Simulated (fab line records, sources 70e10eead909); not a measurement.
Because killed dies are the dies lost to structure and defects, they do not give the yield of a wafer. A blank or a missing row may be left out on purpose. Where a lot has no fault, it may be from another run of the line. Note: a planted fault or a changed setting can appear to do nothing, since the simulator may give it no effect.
The tool behind it: which one? + flow nand harc + Sampling: 12 lots, 36 wafers, 6 of 1302 route steps

WHAT EACH GAUGE READ, for each wafer
NHARC_P_ZERO_WELL_CD_MEAS_37: the cd target is 720 nm. Usual: cd nm reads 719.7 nm (standard deviation 1.8).
| lot  | measured     | on        | cd nm (nm)        | flag |
|------|--------------|-----------|-------------------|------|
| L992 | day 2 00:09  | cd sem-01 | 719.2 717.6 718.1 |      |
| L993 | day 2 12:50  | cd sem-03 | 719.3 718.2 720.5 |      |
| L994 | day 2 20:00  | cd sem-02 | 718.7 719.2 719.9 |      |
| L995 | day 3 06:07  | cd sem-01 | 720.4 722.0 722.3 |      |
| L996 | day 3 16:14  | cd sem-01 | 719.6 722.1 720.1 |      |
| L998 | day 4 12:25  | cd sem-02 | - - -             | OFF  |
| L102 | day 6 03:58  | cd sem-02 | 723.0 720.3 719.7 |      |
| L108 | day 8 16:17  | cd sem-03 | 720.9 720.3 720.1 |      |
| L110 | day 9 12:04  | cd sem-02 | 721.1 720.3 719.5 |      |
| L111 | day 9 22:09  | cd sem-02 | 721.7 722.0 719.3 |      |
| L113 | day 10 18:06 | cd sem-01 | 719.2 718.4 719.7 |      |
| L114 | day 11 04:02 | cd sem-02 | 718.2 718.8 719.1 |      |

NHARC_P_STI_OVL_MEAS_10. Usual: overlay x nm 3 nm, standard deviation 4.4; overlay y nm -2 nm, standard deviation 6.6.
| lot  | measured     | on         | overlay x nm (nm) | overlay y nm (nm) | flag |
|------|--------------|------------|-------------------|-------------------|------|
| L992 | day 2 23:09  | overlay-01 | 5 5 5             | 1 2 1             |      |
| L993 | day 3 12:41  | overlay-01 | 2 2 1             | 9 9 9             |      |
| L994 | day 3 15:31  | overlay-02 | -3 -2 -3          | 18 18 18          | OFF  |
| L995 | day 4 02:13  | overlay-01 | 4 4 5             | 5 5 6             |      |
| L996 | day 4 10:34  | overlay-01 | -1 -1 -1          | -10 -9 -9         |      |
| L102 | day 6 19:05  | overlay-01 | 6 5 5             | 0 0 0             |      |
| L108 | day 9 10:52  | overlay-01 | 2 2 2             | 3 4 3             |      |
| L110 | day 10 06:00 | overlay-02 | -5 -5 -5          | 1 1 1             |      |
| L111 | day 10 16:14 | overlay-01 | 7 7 8             | -9 -9 -9          |      |
| L113 | day 11 14:17 | overlay-02 | -2 -2 -1          | -1 -1 -1          |      |
| L114 | day 11 22:14 | overlay-02 | 0 0 0             | -8 -9 -8          |      |

NHARC_P_GATE_CD_MEAS_11: the cd target is 1640 nm. Usual: cd nm reads 1638.9 nm (standard deviation 1.8).
| lot  | measured     | on        | cd nm (nm)           | flag |
|------|--------------|-----------|----------------------|------|
| L992 | day 4 15:17  | cd sem-03 | 1641.1 1637.4 1639.4 |      |
| L993 | day 5 01:14  | cd sem-02 | 1639.7 1640.4 1638.0 |      |
| L994 | day 5 01:23  | cd sem-01 | 1638.2 1640.0 1637.4 |      |
| L995 | day 5 12:39  | cd sem-02 | 1640.3 1637.6 1639.0 |      |
| L996 | day 6 01:15  | cd sem-01 | 1638.6 1637.4 1637.9 |      |
| L102 | day 8 06:36  | cd sem-01 | 1638.8 1640.6 1641.0 |      |
| L108 | day 10 22:46 | cd sem-02 | 1643.7 1640.1 1639.0 |      |
| L110 | day 11 19:09 | cd sem-03 | 1640.5 1637.7 1637.5 |      |
| L111 | day 12 04:44 | cd sem-01 | 1636.4 1639.4 1638.5 |      |
| L113 | day 13 04:52 | cd sem-03 | 1641.9 1642.2 1642.7 |      |
| L114 | day 13 08:59 | cd sem-02 | 1638.6 1637.0 1641.8 |      |

NHARC_END_SORT_01. Usual: killed at array 41, standard deviation 10; killed at other 0.8, standard deviation 0.91; killed at periphery 4.2, standard deviation 2.9; killed dies 46, standard deviation 10; killed open 3.5, standard deviation 2.1; killed short 2.5, standard deviation 1.6.
| lot  | measured     | on        | killed at array | killed at other | killed at periphery | killed dies | killed open | killed short | flag |
|------|--------------|-----------|-----------------|-----------------|---------------------|-------------|-------------|--------------|------|
| L992 | day 25 11:20 | prober-01 | 51 35 39        | 2 1 0           | 4 4 5               | 57 40 44    | 3 4 3       | 2 6 2        |      |
| L993 | day 25 02:41 | prober-01 | 43 42 42        | 0 1 2           | 3 1 4               | 46 44 48    | 3 2 0       | 1 2 4        |      |
| L994 | day 25 09:38 | prober-02 | 48 37 47        | 1 0 1           | 5 3 4               | 54 40 52    | 8 4 5       | 0 2 2        |      |
| L995 | day 25 02:41 | prober-02 | 52 52 58        | 1 1 1           | 3 0 2               | 56 53 61    | 4 4 6       | 6 3 3        |      |
| L996 | day 25 17:22 | prober-02 | 32 34 34        | 0 1 0           | 9 9 8               | 41 44 42    | 4 3 2       | 2 1 4        |      |
| L998 | day 26 00:31 | prober-01 | 28 26 32        | 1 0 1           | 648 651 644         | 677 677 677 | 3 7 3       | 1 0 4        | OFF  |
| L102 | day 28 00:59 | prober-02 | 22 24 20        | 2 1 0           | 7 9 12              | 31 34 32    | 3 3 4       | 4 5 2        |      |
| L108 | day 31 08:24 | prober-02 | 70 62 47        | 0 1 0           | 1 0 4               | 71 63 51    | 2 2 2       | 2 3 2        |      |
| L110 | day 31 09:58 | prober-01 | 52 55 47        | 1 1 0           | 8 6 2               | 61 62 49    | 5 1 4       | 3 5 1        |      |
| L111 | day 31 20:23 | prober-01 | 49 42 55        | 0 2 1           | 0 1 3               | 49 45 59    | 4 5 3       | 0 3 3        |      |
| L113 | day 34 12:41 | prober-01 | 37 38 40        | 1 2 1           | 7 9 10              | 45 49 51    | 2 2 2       | 1 3 2        |      |
| L114 | day 34 11:05 | prober-02 | 41 49 56        | 0 1 2           | 7 4 6               | 48 54 64    | 2 2 3       | 4 4 6        |      |

WHAT TOOL EACH LOT RAN ON (gives the tool, then ch and the chambers of the sampled wafers, and finally the start)
| lot  | NHARC_P_ZERO_WELL_EXPOSE_34       | NHARC_P_STI_ETCH_31                           |
|------|-----------------------------------|-----------------------------------------------|
| L992 | krf scanner-04 ch 0, day 2 00:00  | rie diel-06 ch 1,3, day 4 15:17 or earlier    |
| L993 | krf scanner-03 ch 0, day 2 12:41  | rie diel-06 ch 1,2,3, day 5 01:14 or earlier  |
| L994 | krf scanner-03 ch 0, day 2 19:51  | rie diel-06 ch 1,2, day 5 01:23 or earlier    |
| L995 | krf scanner-02 ch 0, day 3 05:58  | rie diel-06 ch 0,1, day 5 12:39 or earlier    |
| L996 | krf scanner-03 ch 0, day 3 16:04  | rie diel-03 ch 0,1,2, day 6 01:15 or earlier  |
| L998 | krf scanner-03 ch 0, day 4 12:15  | -                                             |
| L102 | krf scanner-04 ch 0, day 6 03:49  | rie diel-03 ch 2,3, day 8 06:36 or earlier    |
| L108 | krf scanner-03 ch 0, day 8 16:08  | rie diel-06 ch 1,2,3, day 10 22:46 or earlier |
| L110 | krf scanner-02 ch 0, day 9 11:54  | rie diel-06 ch 1,3, day 11 19:09 or earlier   |
| L111 | krf scanner-03 ch 0, day 9 22:00  | rie diel-10 ch 1,2,3, day 12 04:44 or earlier |
| L113 | krf scanner-03 ch 0, day 10 17:57 | rie diel-03 ch 0,1, day 13 04:52 or earlier   |
| L114 | krf scanner-03 ch 0, day 11 03:52 | rie diel-03 ch 1,3, day 13 08:59 or earlier   |
- NHARC_P_ZERO_WELL_EXPOSE_34: exposes mask P PWELL, target cd 720 nm.
- NHARC_P_STI_ETCH_31: etches the open film in CF4/CHF3, target depth 108.9 nm, time 54.5 s.

AS READ BY THE TOOLS THEMSELVES (means over the sampled wafers that have a number; for cases with no such wafer, the mark the record gives instead)
NHARC_P_ZERO_WELL_EXPOSE_34. Usual: exposure dose mJ cm2 reads 22.306 (standard deviation 0.022).
| lot  | tool           | exposure dose mJ cm2 | flag |
|------|----------------|----------------------|------|
| L992 | krf scanner-04 | 22.296               |      |
| L993 | krf scanner-03 | 22.303               |      |
| L994 | krf scanner-03 | 22.284               |      |
| L995 | krf scanner-02 | 22.291               |      |
| L996 | krf scanner-03 | 22.301               |      |
| L998 | krf scanner-03 | 22.288               |      |
| L102 | krf scanner-04 | 22.314               |      |
| L108 | krf scanner-03 | 22.300               |      |
| L110 | krf scanner-02 | 22.298               |      |
| L111 | krf scanner-03 | 22.274               |      |
| L113 | krf scanner-03 | 22.302               |      |
| L114 | krf scanner-03 | 22.304               |      |

NHARC_P_STI_ETCH_31. Usual: drypump motor current A 5.7 A, standard deviation 0.35; oes product au 0.952 a.u., standard deviation 0.021; rf vpp V 371.3 V, standard deviation 2.5; showerhead plenum p Torr 1.59 Torr, standard deviation 0.071; throttle valve pct 16.803 %, standard deviation 0.0094.
| lot  | tool        | drypump motor current A (A) | oes product au (a.u.) | rf vpp V (V) | showerhead plenum p Torr (Torr) | throttle valve pct (%) | flag |
|------|-------------|-----------------------------|-----------------------|--------------|---------------------------------|------------------------|------|
| L992 | rie diel-06 | 5.6                         | 0.955                 | 369.8        | 1.55                            | 16.798                 |      |
| L993 | rie diel-06 | 5.4                         | 0.928                 | 371.2        | 1.62                            | 16.796                 |      |
| L994 | rie diel-06 | 5.1                         | 0.964                 | 374.3        | 1.69                            | 16.802                 |      |
| L995 | rie diel-06 | 5.3                         | 0.974                 | 374.0        | 1.66                            | 16.796                 |      |
| L996 | rie diel-03 | 6.0                         | 0.926                 | 371.3        | 1.58                            | 16.802                 |      |
| L102 | rie diel-03 | 5.8                         | 0.924                 | 370.8        | 1.59                            | 16.802                 |      |
| L108 | rie diel-06 | 5.4                         | 0.966                 | 372.4        | 1.62                            | 16.809                 |      |
| L110 | rie diel-06 | 5.3                         | 0.943                 | 372.5        | 1.61                            | 16.806                 |      |
| L111 | rie diel-10 | 5.8                         | 0.953                 | 371.3        | 1.61                            | 16.793                 |      |
| L113 | rie diel-03 | 6.1                         | 0.977                 | 369.8        | 1.55                            | 16.803                 |      |
| L114 | rie diel-03 | 5.9                         | 0.925                 | 369.0        | 1.52                            | 16.807                 |      |

THE ANSWER, worked out from the rows above alone
Rule: lot off if the mean of its wafers having a number is beyond 3 standard deviations from the usual mean. Also off: a lot with no number at a reading for which 4 or more lots have one. The other lots that the step has rows for count as sound. After the gauges, taken in route order, come the tools' own readings; for these a lot's mean is taken, as printed above. The first step at which some lot is off is used, and at that step the reading that is off furthest; a lot without a number counts as furthest.
Off at NHARC_P_ZERO_WELL_CD_MEAS_37 (cd nm): L998. Without a number there: L998.
If a tool, at a process step before that reading, ran all the lots that are off and no sound lot after the first of them, it fits. The gauges at NHARC_P_ZERO_WELL_CD_MEAS_37 aren't tried: what is off there is off at NHARC_END_SORT_01 too, on other tools, and a gauge's error can't cause that. No candidate that was tried fits.

WHAT WAS PUT IN BY THE SIMULATOR
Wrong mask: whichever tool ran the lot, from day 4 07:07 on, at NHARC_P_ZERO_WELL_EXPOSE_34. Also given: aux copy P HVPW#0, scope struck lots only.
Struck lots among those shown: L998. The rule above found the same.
